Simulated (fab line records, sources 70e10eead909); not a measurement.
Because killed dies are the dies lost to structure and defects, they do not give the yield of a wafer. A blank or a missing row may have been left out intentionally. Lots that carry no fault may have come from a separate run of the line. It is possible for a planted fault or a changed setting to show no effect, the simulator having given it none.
Which tool is to blame? | flow nand_harc | 13 lots with 39 wafers sampled at 3 steps, on a route of 1159 steps

== WHAT EACH GAUGE READ, for each wafer ==
NHARC_A_ZERO_WELL_CD_MEAS_10: the cd target is 2000 nm. Usual: cd_nm reads 2000.7 nm (standard deviation 1.5).
lot  | measured     | on        | cd_nm (nm)           | flag
L309 | day 6 19:48  | cd_sem-01 | 1998.7 1998.9 1999.8 |
L310 | day 7 02:33  | cd_sem-03 | 2001.9 2001.3 1997.6 |
L311 | day 7 06:28  | cd_sem-03 | 2001.2 2003.0 2001.6 |
L312 | day 7 12:23  | cd_sem-01 | 1998.8 2000.7 1998.9 |
L313 | day 7 15:24  | cd_sem-01 | 1999.8 1999.5 2000.3 |
L318 | day 8 23:17  | cd_sem-02 | 1999.8 2001.3 2002.3 |
L321 | day 9 21:48  | cd_sem-02 | 1999.5 2000.9 1999.4 |
L325 | day 10 15:04 | cd_sem-01 | 2000.0 1999.6 1999.0 |
L324 | day 10 15:43 | cd_sem-02 | 2000.6 1999.8 1998.4 |
L326 | day 10 22:50 | cd_sem-03 | 2002.3 2001.5 2003.1 |
L329 | day 11 08:28 | cd_sem-01 | 2001.9 1999.9 2002.3 |
L328 | day 11 08:36 | cd_sem-01 | 2002.7 2001.3 2003.9 |
L331 | day 12 05:13 | cd_sem-03 | 2000.4 2003.0 1998.6 |

== WHAT TOOL EACH LOT RAN ON (gives the tool, then ch and the chambers of the sampled wafers, and finally the start) ==
lot  | NHARC_P_BONDPAD_DESCUM_11          | NHARC_P_BONDPAD_DEGAS_25
L309 | rie_diel-08 ch 0,1,3, day 6 16:02  | pvd_sputter-02, day 6 16:58
L310 | rie_diel-13 ch 1,2,3, day 6 22:48  | pvd_sputter-03, day 6 23:44
L311 | rie_diel-08 ch 1,2,3, day 7 02:43  | pvd_sputter-03, day 7 03:40
L312 | rie_diel-08 ch 1,3, day 7 08:32    | pvd_sputter-02, day 7 09:28
L313 | rie_diel-08 ch 0,1,3, day 7 11:40  | pvd_sputter-03, day 7 12:36
L318 | rie_diel-13 ch 0,2,3, day 8 19:32  | pvd_sputter-01, day 8 20:28
L321 | rie_diel-08 ch 1,2,3, day 9 17:49  | pvd_sputter-02, day 9 18:53
L325 | rie_diel-08 ch 0,1, day 10 11:08   | pvd_sputter-03, day 10 12:06
L324 | rie_diel-08 ch 1,3, day 10 11:49   | pvd_sputter-01, day 10 12:46
L326 | rie_diel-08 ch 0,1, day 10 18:46   | pvd_sputter-02, day 10 19:44
L329 | rie_diel-08 ch 2,3, day 11 04:35   | pvd_sputter-03, day 11 05:32
L328 | rie_diel-13 ch 0,1,2, day 11 04:51 | pvd_sputter-02, day 11 05:47
L331 | rie_diel-13 ch 1,2,3, day 12 01:25 | pvd_sputter-02, day 12 02:23
- NHARC_P_BONDPAD_DESCUM_11: chemistry O2, time 3 s.
- NHARC_P_BONDPAD_DEGAS_25: time 60 s.

== AS READ BY THE TOOLS THEMSELVES (means over the sampled wafers that have a number; for cases with no such wafer, the mark the record gives instead) ==
NHARC_P_BONDPAD_DESCUM_11. Usual: drypump_motor_current_A 6.0 A, standard deviation 0.45; mfc_ar_sccm 0.0024 sccm, standard deviation 0.0027; oes_product_au 0.998 a.u., standard deviation 0.0088; rf_vpp_V 57.7 V, standard deviation 0.89; showerhead_plenum_p_Torr 1.89 Torr, standard deviation 0.07; throttle_valve_pct 11.311 %, standard deviation 0.0087.
lot  | tool        | drypump_motor_current_A (A) | mfc_ar_sccm (sccm) | oes_product_au (a.u.) | rf_vpp_V (V) | showerhead_plenum_p_Torr (Torr) | throttle_valve_pct (%) | flag
L309 | rie_diel-08 | 6.2                         | 0.0034             | 0.996                 | 57.2         | 1.89                            | 11.301                 |
L310 | rie_diel-13 | 5.6                         | 0.0000             | 1.011                 | 56.6         | 1.85                            | 11.312                 |
L311 | rie_diel-08 | 6.2                         | 0.0013             | 0.993                 | 58.0         | 1.88                            | 11.314                 |
L312 | rie_diel-08 | 6.2                         | 0.0013             | 0.991                 | 57.8         | 1.84                            | 11.310                 |
L313 | rie_diel-08 | 6.2                         | 0.0034             | 0.994                 | 57.8         | 1.89                            | 11.315                 |
L318 | rie_diel-13 | 5.5                         | 0.0022             | 0.999                 | 57.9         | 1.85                            | 11.310                 |
L321 | rie_diel-08 | 6.2                         | 0.0013             | 0.988                 | 57.2         | 1.87                            | 11.312                 |
L325 | rie_diel-08 | 6.1                         | 0.0055             | 1.008                 | 57.6         | 1.93                            | 11.306                 |
L324 | rie_diel-08 | 6.5                         | 0.0026             | 0.996                 | 57.4         | 1.84                            | 11.315                 |
L326 | rie_diel-08 | 6.5                         | 0.0047             | 1.005                 | 58.1         | 1.89                            | 11.322                 |
L329 | rie_diel-08 | 5.9                         | 0.0000             | 0.992                 | 57.5         | 1.87                            | 11.310                 |
L328 | rie_diel-13 | 5.4                         | 0.0022             | 1.001                 | 57.9         | 1.90                            | 11.306                 |
L331 | rie_diel-13 | 5.6                         | 0.0000             | 1.002                 | 57.5         | 1.83                            | 11.307                 |

NHARC_P_BONDPAD_DEGAS_25. Usual: heater_power_w reads 461 W (standard deviation 55).
lot  | tool           | heater_power_w (W) | flag
L309 | pvd_sputter-02 | 447                |
L310 | pvd_sputter-03 | 464                |
L311 | pvd_sputter-03 | 453                |
L312 | pvd_sputter-02 | 535                |
L313 | pvd_sputter-03 | 464                |
L318 | pvd_sputter-01 | 457                |
L321 | pvd_sputter-02 | 481                |
L325 | pvd_sputter-03 | 425                |
L324 | pvd_sputter-01 | 444                |
L326 | pvd_sputter-02 | 503                |
L329 | pvd_sputter-03 | 439                |
L328 | pvd_sputter-02 | 502                |
L331 | pvd_sputter-02 | 504                |

== THE ANSWER, worked out from the rows above alone ==
Rule: lot off if the mean of its wafers having a number is beyond 3 standard deviations from the usual mean. A lot without any number at a reading at which 4 lots or more have one is off too. Where the step has rows for the other lots, those lots are counted as sound. After the gauges, taken in route order, come the tools' own readings; for these a lot's mean is taken, as printed above. At the first step where some lot is off, the reading lying furthest off is the one used; lots without a number count as furthest.
Across all readings shown, no lot is off: no conclusion can be drawn from this.

== WHAT THE SIMULATOR PUT IN ==
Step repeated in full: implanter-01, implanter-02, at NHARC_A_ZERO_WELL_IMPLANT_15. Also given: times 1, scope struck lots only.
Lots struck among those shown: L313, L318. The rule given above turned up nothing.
